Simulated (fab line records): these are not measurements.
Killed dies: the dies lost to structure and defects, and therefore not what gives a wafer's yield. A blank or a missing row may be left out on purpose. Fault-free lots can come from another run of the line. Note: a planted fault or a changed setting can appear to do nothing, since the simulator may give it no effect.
fab line records | flow nand_harc
[record] lots = 13 | wafers = 39 | last_day = 24
route steps=1159 shown A_SLIT@803 A_WL_FILL@810 END@1159
lots that met no fault: taken from a fault-free run of the same line
start_h: hours from the record's first day to the start of the lot's first wafer shown | wait_h: time in hours since the lot's previous step | " as in the row above | L1.1+2: a row that stands for several wafers | - no value, or no start was given | * or withheld: withheld | < > ~ a bound
route shown NAME@n: a module of which the file shows steps, and the number in the route of the first | usual: mean/standard deviation taken from wafers without a fault | same: alike in all rows | chamber/n: place in a boat | sites: each site's reading | _std_site: the standard deviation of these | _edge_site: outer sites' mean less inner sites' | radius_mm: how far each site lies from the wafer's centre | mask NAME#n: copy n | behind: tool/chamber where the wafer was last shaped | hold: why the lot was held/for how many hours/how that ended | device: the n, p or np transistor that did not switch | end of line: at the end of the route, the tests of the same wafers | a step with no rows: only its recipe | killed: not the wafer's yield, but the dies lost to structure and defects at the first sort | map: dies across one wafer; x = killed, . = not, _ = none there
set.NAME: the setting as run; set.NAME@STEP: as run at that earlier step | model.NAME: the simulator's own value behind a step, which no gauge read
route steps across a sampled set of lots; one table per step, one row per wafer
services: a tool's chamber out of use, with start hour (start_h, from the record's first day; less than 0 if before it), hours out, and reason
[[steps]]
[step NHARC_A_SLIT_CD_MEAS_21]
[usual] cd_nm = 289.8/0.83
lot.wafer | tool      | chamber | start_h | wait_h | cd_nm
L843.1    | cd_sem-02 | -       | 329.65  | -      | 289.3
L843.4    | "         | -       | "       | "      | 288.9
L843.6    | "         | -       | "       | "      | 289.6
L844.3    | cd_sem-03 | -       | 339.67  | -      | 288.6
L844.4    | "         | -       | "       | "      | 288.9
L844.5    | "         | -       | "       | "      | 288.9
L847.1    | cd_sem-03 | -       | 345.30  | -      | 290.8
L847.4    | "         | -       | "       | "      | 291.5
L847.5    | "         | -       | "       | "      | 290.6
L846.1    | cd_sem-02 | -       | 345.47  | -      | 290.2
L846.3    | "         | -       | "       | "      | 289.4
L846.4    | "         | -       | "       | "      | 290.5
L849.1    | cd_sem-03 | -       | 363.73  | -      | 289.8
L849.3    | "         | -       | "       | "      | 290.0
L849.6    | "         | -       | "       | "      | 289.8
L848.1    | cd_sem-02 | -       | 365.39  | -      | 290.0
L848.3    | "         | -       | "       | "      | 290.8
L848.4    | "         | -       | "       | "      | 291.1
L851.1    | cd_sem-03 | -       | 377.07  | -      | 289.7
L851.2    | "         | -       | "       | "      | 289.7
L851.4    | "         | -       | "       | "      | 290.0
L854.1    | cd_sem-02 | -       | 388.21  | -      | 289.2
L854.3    | "         | -       | "       | "      | 290.3
L854.5    | "         | -       | "       | "      | 290.5
L855.1    | cd_sem-01 | -       | 400.71  | -      | 290.6
L855.5    | "         | -       | "       | "      | 290.2
L855.6    | "         | -       | "       | "      | 289.9
L859.4    | cd_sem-03 | -       | 437.77  | -      | 290.1
L859.5    | "         | -       | "       | "      | 290.5
L859.6    | "         | -       | "       | "      | 290.7
L860.1    | cd_sem-02 | -       | 439.95  | -      | 288.3
L860.2    | "         | -       | "       | "      | 288.8
L860.3    | "         | -       | "       | "      | 289.2
L861.2    | cd_sem-03 | -       | 441.11  | -      | 290.0
L861.3    | "         | -       | "       | "      | 290.5
L861.6    | "         | -       | "       | "      | 290.5
L862.2    | cd_sem-01 | -       | 442.27  | -      | 290.0
L862.4    | "         | -       | "       | "      | 289.8
L862.5    | "         | -       | "       | "      | 289.2
[step NHARC_A_WL_FILL_RTA_01]
[recipe] temp_c = 1000 | time_s = 5
[usual] lamp_power_pct = 33.5/1.6 | wafer_temp_C_max = 1005.4/0.93
lot.wafer | tool          | chamber | start_h | wait_h | lamp_power_pct | wafer_temp_C_max
L843.1    | rtp_anneal-02 | 0       | 336.18  | -      | 35.7           | 1005.9
L843.4    | "             | 0       | "       | "      | 35.7           | 1006.4
L843.6    | "             | 0       | "       | "      | 35.6           | 1005.5
L844.3    | rtp_anneal-01 | 0       | 349.00  | -      | 32.2           | 1005.8
L844.4    | "             | 0       | "       | "      | 32.3           | 1004.6
L844.5    | "             | 0       | "       | "      | 32.3           | 1004.8
L847.1    | rtp_anneal-01 | 0       | 353.27  | -      | 32.3           | 1003.3
L847.4    | "             | 0       | "       | "      | 32.2           | 1006.6
L847.5    | "             | 0       | "       | "      | 32.3           | 1006.0
L846.1    | rtp_anneal-02 | 0       | 353.41  | -      | 35.6           | 1005.5
L846.3    | "             | 0       | "       | "      | 35.7           | 1006.8
L846.4    | "             | 0       | "       | "      | 35.6           | 1004.6
L848.1    | rtp_anneal-01 | 0       | 373.97  | -      | 32.3           | 1004.6
L848.3    | "             | 0       | "       | "      | 32.2           | 1005.1
L848.4    | "             | 0       | "       | "      | 32.2           | 1005.8
L849.1    | rtp_anneal-01 | 0       | 374.14  | -      | 32.3           | 1006.8
L849.3    | "             | 0       | "       | "      | 32.2           | 1005.0
L849.6    | "             | 0       | "       | "      | 32.2           | 1004.4
L851.1    | rtp_anneal-01 | 0       | 384.84  | -      | 32.3           | 1005.0
L851.2    | "             | 0       | "       | "      | 32.3           | 1005.8
L851.4    | "             | 0       | "       | "      | 32.3           | 1004.3
L854.1    | rtp_anneal-02 | 0       | 396.23  | -      | 35.7           | 1006.6
L854.3    | "             | 0       | "       | "      | 35.7           | 1005.2
L854.5    | "             | 0       | "       | "      | 35.6           | 1005.3
L855.1    | rtp_anneal-01 | 0       | 408.12  | -      | 32.3           | 1004.9
L855.5    | "             | 0       | "       | "      | 32.3           | 1005.0
L855.6    | "             | 0       | "       | "      | 32.3           | 1007.3
L859.4    | rtp_anneal-02 | 0       | 445.95  | -      | 35.6           | 1004.5
L859.5    | "             | 0       | "       | "      | 35.6           | 1004.5
L859.6    | "             | 0       | "       | "      | 35.6           | 1005.2
L860.1    | rtp_anneal-01 | 0       | 446.36  | -      | 32.3           | 1004.6
L860.2    | "             | 0       | "       | "      | 32.3           | 1005.0
L860.3    | "             | 0       | "       | "      | 32.2           | 1003.7
L862.2    | rtp_anneal-02 | 0       | 449.65  | -      | 35.6           | 1004.2
L862.4    | "             | 0       | "       | "      | 35.7           | 1005.3
L862.5    | "             | 0       | "       | "      | 35.7           | 1005.3
L861.2    | rtp_anneal-01 | 0       | 449.80  | -      | 32.2           | 1006.2
L861.3    | "             | 0       | "       | "      | 32.3           | 1004.4
L861.6    | "             | 0       | "       | "      | 32.2           | 1004.8
[step NHARC_A_WL_FILL_ETCHBACK_04]
[recipe] target_depth_a = 600 | time_s = 120 | chemistry = NF3
[usual] drypump_motor_current_A = 5.9/0.38 | oes_product_au = 0.998/0.012
lot.wafer | tool         | chamber | start_h | wait_h | drypump_motor_current_A | oes_product_au | rf_hours_counter_h
L843.1    | rie_metal-02 | 0       | 340.82  | 2.9    | 5.9                     | 1.017          | 3.8
L843.4    | "            | 1       | "       | "      | 6.3                     | 0.990          | -
L843.6    | "            | 0       | "       | "      | 5.9                     | 1.003          | -
L844.4    | rie_metal-02 | 0       | 356.72  | 1.5    | 5.9                     | 1.003          | -
L844.3    | "            | 1       | "       | "      | 6.2                     | 0.983          | -
L844.5    | "            | 0       | "       | "      | 5.9                     | 0.996          | -
L847.1    | rie_metal-03 | 1       | 360.70  | 2.4    | 5.5                     | 1.017          | 2.3
L847.4    | "            | 0       | "       | "      | 5.9                     | 0.991          | -
L847.5    | "            | 0       | "       | "      | 5.9                     | 0.998          | -
L846.1    | rie_metal-02 | 1       | 360.76  | 2.8    | 6.2                     | 0.992          | 4.4
L846.4    | "            | 1       | "       | "      | 6.2                     | 0.992          | -
L846.3    | "            | 0       | "       | "      | 5.9                     | 1.002          | -
L849.1    | rie_metal-02 | 1       | 380.52  | 2.8    | 6.2                     | 0.978          | 4.9
L849.3    | "            | 1       | "       | "      | 6.2                     | 0.983          | -
L849.6    | "            | 0       | "       | "      | 5.9                     | 1.005          | -
L848.1    | rie_metal-01 | 0       | 380.58  | 2.9    | 5.3                     | 0.996          | 0.9
L848.4    | "            | 1       | "       | "      | 6.4                     | 0.989          | -
L848.3    | "            | 0       | "       | "      | 5.3                     | 1.003          | -
L851.1    | rie_metal-03 | 1       | 395.31  | 2.4    | 5.5                     | 1.008          | 3.2
L851.2    | "            | 0       | "       | "      | 5.9                     | 0.994          | 3.2
L851.4    | "            | 1       | "       | "      | 5.5                     | 1.013          | -
L854.1    | rie_metal-03 | 1       | 402.92  | 2.9    | 5.5                     | 1.014          | 4.1
L854.3    | "            | 1       | "       | "      | 5.5                     | 0.763          | -
L854.5    | "            | 1       | "       | "      | 5.5                     | 0.760          | -
L855.1    | rie_metal-03 | 1       | 412.14  | 2.4    | 5.5                     | 1.015          | 4.4
L855.5    | "            | 0       | "       | "      | 5.9                     | 0.754          | -
L855.6    | "            | 1       | "       | "      | 5.5                     | 1.012          | -
L859.4    | rie_metal-02 | 1       | 449.88  | 1.5    | 6.2                     | 0.980          | -
L859.5    | "            | 0       | "       | "      | 5.9                     | 1.017          | -
L859.6    | "            | 1       | "       | "      | 6.2                     | 0.986          | -
L860.1    | rie_metal-02 | 0       | 453.28  | 2.4    | 5.9                     | 1.019          | 1.7
L860.2    | "            | 1       | "       | "      | 6.2                     | 0.979          | 1.3
L860.3    | "            | 1       | "       | "      | 6.3                     | 0.981          | -
L862.2    | rie_metal-01 | 1       | 456.32  | 2.8    | 6.4                     | 0.989          | 2.4
L862.4    | "            | 1       | "       | "      | 6.4                     | 0.996          | -
L862.5    | "            | 1       | "       | "      | 6.4                     | 0.985          | -
L861.2    | rie_metal-02 | 1       | 456.86  | 2.4    | 6.3                     | 0.983          | 1.5
L861.3    | "            | 1       | "       | "      | 6.2                     | 0.989          | -
L861.6    | "            | 1       | "       | "      | 6.3                     | 0.995          | -
[step NHARC_A_WL_FILL_STRIP_29]
[recipe] time_s = 20 | o2_flow_sccm = 500 | ar_flow_sccm = 0 | bias_w = 0 | chemistry = O2
[usual] drypump_motor_current_A = 5.9/0.46 | oes_product_au = 0.998/0.015 | rf_vpp_V = 57.7/0.82 | showerhead_plenum_p_Torr = 3.49/0.14 | throttle_valve_pct = 17.035/0.0085
[same] bias_w = 0
lot.wafer | tool        | chamber | start_h | wait_h | drypump_motor_current_A | oes_product_au | rf_hours_counter_h | rf_vpp_V | showerhead_plenum_p_Torr | throttle_valve_pct
L843.1    | rie_diel-03 | 0       | 350.70  | 0.1    | 6.4                     | 0.996          | 7.8                | 57.0     | 3.64                     | 17.036
L843.4    | "           | 1       | "       | "      | 5.3                     | 0.981          | 7.3                | 57.1     | 3.51                     | 17.020
L843.6    | "           | 0       | "       | "      | 6.4                     | 1.001          | -                  | 58.0     | 3.64                     | 17.044
L844.4    | rie_diel-03 | 3       | 367.26  | 0.1    | 5.7                     | 0.981          | 8.6                | 57.8     | 3.34                     | 17.049
L844.3    | "           | 2       | "       | "      | 5.8                     | 0.988          | 8.0                | 58.5     | 3.47                     | 17.041
L844.5    | "           | 3       | "       | "      | 5.7                     | 0.987          | -                  | 56.5     | 3.34                     | 17.044
L847.1    | rie_diel-05 | 0       | 374.23  | 0.1    | 5.9                     | 1.025          | 0.6                | 58.0     | 3.59                     | 17.037
L847.4    | "           | 1       | "       | "      | 5.5                     | 0.990          | 0.7                | 57.8     | 3.36                     | 17.036
L847.5    | "           | 0       | "       | "      | 5.9                     | 1.018          | -                  | 58.8     | 3.59                     | 17.034
L846.3    | rie_diel-06 | 3       | 375.24  | 0.1    | 6.5                     | 1.001          | 4.3                | 58.2     | 3.35                     | 17.030
L846.1    | "           | 0       | "       | "      | 5.9                     | 0.998          | 4.3                | 57.5     | 3.59                     | 17.016
L846.4    | "           | 1       | "       | "      | 6.3                     | 0.972          | 4.8                | 56.7     | 3.49                     | 17.024
L848.3    | rie_diel-03 | 2       | 391.89  | 0.1    | 5.8                     | 0.983          | 10.1               | 57.9     | 3.47                     | 17.013
L848.4    | "           | 3       | "       | "      | 5.6                     | 0.975          | 10.4               | 58.4     | 3.34                     | 17.043
L848.1    | "           | 0       | "       | "      | 6.4                     | 1.007          | 10.5               | 57.7     | 3.64                     | 17.027
L849.3    | rie_diel-05 | 3       | 394.86  | 0.1    | 5.1                     | 1.020          | 1.0                | 57.4     | 3.76                     | 17.037
L849.1    | "           | 2       | "       | "      | 6.3                     | 1.000          | 1.1                | 59.6     | 3.37                     | 17.035
L849.6    | "           | 3       | "       | "      | 5.1                     | 1.017          | -                  | 58.8     | 3.76                     | 17.022
L851.2    | rie_diel-06 | 3       | 405.63  | 0.1    | 6.5                     | 0.993          | 5.8                | 58.7     | 3.35                     | 17.024
L851.4    | "           | 0       | "       | "      | 5.9                     | 0.988          | 5.1                | 57.5     | 3.59                     | 17.027
L851.1    | "           | 1       | "       | "      | 6.3                     | 0.989          | 6.1                | 58.4     | 3.49                     | 17.024
L854.3    | rie_diel-03 | 2       | 418.10  | 0.1    | 5.8                     | 0.990          | 0.5                | 57.9     | 3.47                     | 17.040
L854.1    | "           | 1       | "       | "      | 5.2                     | 0.988          | 0.5                | 57.1     | 3.51                     | 17.021
L854.5    | "           | 2       | "       | "      | 5.8                     | 0.980          | -                  | 58.1     | 3.47                     | 17.035
L855.1    | rie_diel-03 | 0       | 422.25  | 0.1    | 6.4                     | 0.995          | 0.5                | 58.4     | 3.64                     | 17.026
L855.5    | "           | 1       | "       | "      | 5.3                     | 0.984          | -                  | 58.0     | 3.51                     | 17.035
L855.6    | "           | 2       | "       | "      | 5.8                     | 0.994          | -                  | 57.4     | 3.47                     | 17.028
L860.3    | rie_diel-05 | 2       | 460.87  | 0.1    | 6.3                     | 1.008          | 2.8                | 57.4     | 3.37                     | 17.020
L860.2    | "           | 0       | "       | "      | 5.9                     | 1.021          | 2.5                | 56.5     | 3.59                     | 17.032
L860.1    | "           | 1       | "       | "      | 5.5                     | 1.010          | 2.7                | 57.2     | 3.36                     | 17.044
L859.4    | rie_diel-05 | 0       | 463.84  | 0.1    | 5.9                     | 1.028          | 2.5                | 59.0     | 3.59                     | 17.038
L859.6    | "           | 3       | "       | "      | 5.1                     | 1.006          | -                  | 57.5     | 3.75                     | 17.028
L859.5    | "           | 0       | "       | "      | 5.9                     | 1.012          | -                  | 58.3     | 3.59                     | 17.030
L861.2    | rie_diel-03 | 3       | 466.90  | 0.1    | 5.7                     | 0.983          | 4.4                | 56.8     | 3.34                     | 17.036
L861.3    | "           | 1       | "       | "      | 5.3                     | 0.975          | 4.7                | 58.1     | 3.51                     | 17.040
L861.6    | "           | 2       | "       | "      | 5.8                     | 0.988          | -                  | 57.5     | 3.46                     | 17.022
L862.2    | rie_diel-05 | 3       | 466.91  | 0.1    | 5.1                     | 1.011          | 2.7                | 60.1     | 3.75                     | 17.036
L862.4    | "           | 2       | "       | "      | 6.3                     | 1.004          | 2.9                | 56.0     | 3.37                     | 17.017
L862.5    | "           | 0       | "       | "      | 5.9                     | 1.008          | -                  | 56.6     | 3.59                     | 17.041
[step NHARC_END_SORT_01]
[recipe] temp_c = 25
[usual] killed_at_array = 28/11 | killed_at_other = 0.8/1.1 | killed_at_periphery = 3.3/2.8 | killed_dies = 32/11 | killed_open = 3.3/1.9 | killed_short = 1.9/1.4
[same] gross_dies = 677
lot.wafer | tool      | chamber | start_h | wait_h | killed_at_array | killed_at_other | killed_at_periphery | killed_dies | killed_open | killed_short
L854.1    | prober-02 | 0       | 513.88  | 2.5    | 35              | 1               | 6                   | 42          | 8           | 3
L854.3    | prober-02 | 0       | 515.46  | 3.1    | 667             | 3               | 7                   | 677         | 6           | 2
L854.5    | prober-02 | 0       | 517.04  | 3.7    | 672             | 0               | 5                   | 677         | 3           | 1
L855.1    | prober-01 | 0       | 518.07  | 2.6    | 37              | 0               | 2                   | 39          | 2           | 5
L855.5    | prober-01 | 0       | 521.28  | 3.7    | 668             | 0               | 9                   | 677         | 3           | 3
L855.6    | prober-01 | 0       | 522.09  | 4.0    | 36              | 0               | 6                   | 42          | 2           | 3
// killed by level:class
L854.1 A_SLIT:chamber_film_flake=11 A_CHANNEL_HOLE_D1:chamber_film_flake=5 A_STAIRCASE:chamber_film_flake=4 A_BLC:chamber_film_flake=4 A_CONTACT:chamber_film_flake=3 A_SOURCE_PLATE:geometric_particle:open=2 A_BLC:geometric_particle:open=2 P_STI:chamber_film_flake=2
L854.3 A_WL_FILL:area_etchback=636 A_SLIT:chamber_film_flake=17 A_STAIRCASE:chamber_film_flake=4 A_BLC:chamber_film_flake=3 P_CONTACT:geometric_particle:open=2 P_STI:chamber_film_flake=2 THIN_TSV:chamber_film_flake=2 P_M0:geometric_particle:open=1
L854.5 A_WL_FILL:area_etchback=648 A_SLIT:chamber_film_flake=10 A_CHANNEL_HOLE_D1:chamber_film_flake=5 A_STAIRCASE:chamber_film_flake=5 P_STI:chamber_film_flake=3 P_CONTACT:geometric_particle:short=1 P_CONTACT:geometric_particle:open=1 A_CHANNEL_FILL_D1:geometric_particle:open=1
L855.1 A_CHANNEL_HOLE_D1:chamber_film_flake=21 A_SLIT:chamber_film_flake=11 A_ONON_D1:geometric_particle:short=3 P_CONTACT:geometric_particle:open=1 P_M1:geometric_particle:open=1 A_CHANNEL_HOLE_D1:geometric_particle:short=1 A_WL_FILL:geometric_particle:short=1
L855.5 A_WL_FILL:area_etchback=629 A_CHANNEL_HOLE_D1:chamber_film_flake=25 P_ZERO_WELL:chamber_film_flake=5 A_SLIT:chamber_film_flake=5 A_STAIRCASE:chamber_film_flake=3 A_CONTACT:geometric_particle:open=2 P_STI:chamber_film_flake=2 P_M0:geometric_particle:open=1
L855.6 A_CHANNEL_HOLE_D1:chamber_film_flake=15 A_SLIT:chamber_film_flake=10 A_STAIRCASE:chamber_film_flake=4 P_M1:chamber_film_flake=3 A_CONTACT:geometric_particle:open=2 P_ZERO_WELL:chamber_film_flake=2 A_CHANNEL_FILL_D1:chamber_film_flake=2 A_WL_FILL:geometric_particle:short=1
[[services]]
tool         | chamber | start_h | hours | kind
rie_diel-03  | 0       | 322.30  | -     | clean
rie_diel-03  | 1       | 322.30  | -     | clean
rie_diel-03  | 2       | 322.30  | -     | clean
rie_diel-05  | -       | 328.11  | 0.8   | repair
rie_metal-03 | -       | 329.74  | 0.4   | repair
rie_metal-01 | -       | 332.00  | 9.0   | pm
rie_diel-05  | -       | 340.60  | 9.0   | pm
rie_diel-06  | 2       | 368.46  | 4.7   | repair
rie_diel-06  | 0       | 383.07  | 10.3  | repair
rie_metal-02 | -       | 388.00  | 9.0   | pm
rie_metal-02 | 0       | 388.00  | 9.0   | vent_cycle
rie_metal-02 | 1       | 388.00  | 9.0   | vent_cycle
rie_diel-03  | -       | 392.30  | 9.0   | pm
rie_metal-02 | 0       | 397.00  | -     | clean
rie_metal-02 | 1       | 397.00  | -     | clean
rie_metal-03 | 0       | 399.80  | 1.7   | repair
rie_metal-02 | 0       | 401.45  | 5.2   | repair
rie_metal-01 | -       | 402.68  | 0.4   | repair
rie_diel-05  | 0       | 412.47  | 3.0   | repair
rie_diel-06  | 1       | 412.96  | 17.0  | repair
rie_metal-02 | 1       | 415.08  | 20.2  | repair
rie_diel-06  | 3       | 417.92  | 7.5   | repair
rie_diel-06  | -       | 418.20  | 9.0   | pm
rie_metal-03 | -       | 453.00  | 9.0   | pm
[[key]]
[first_sign] step = NHARC_A_WL_FILL_ETCHBACK_04 | reading = oes_product_au | direction = down | sigmas = 19 | usual = 0.998 | struck = 0.759
[effect] step = NHARC_END_SORT_01 | reading = killed_at_array | direction = up | sigmas = 58 | usual = 28 | struck = 669
[more_kills_born_at] NHARC_A_WL_FILL_ETCHBACK_04@rie_metal-03 = 1913
met_at NHARC_A_WL_FILL_ETCHBACK_04
struck_lots L854,L855
struck_wafers L854.3,L854.5,L855.5
later_rows_left_out L854.3,L854.5,L855.5
tester_left_out L854,L855
not_acting_at NHARC_A_SLIT_CD_MEAS_21,NHARC_A_WL_FILL_RTA_01,NHARC_A_WL_FILL_STRIP_29
onset_between 395.31 402.92
[fault] kind = process_parameter_drift | tool = rie_metal-03 | chamber = - | onset_h = 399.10 | steps = NHARC_A_WL_FILL_ETCHBACK_04 | channel = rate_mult | offset = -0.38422 | shape = step | end_h = 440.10 | scope = struck_wafers_only
// tester_left_out: of these lots the tester's yield and bins aren't shown, on N5 and GAA mostly nor the transistor test; their killed dies are dies lost to structure and defects alone, not to doping, threshold or leakage, so they don't give the yield
// later_rows_left_out: the simulator's readings of these wafers behind a module that went badly wrong aren't trusted and aren't shown, but for the sort
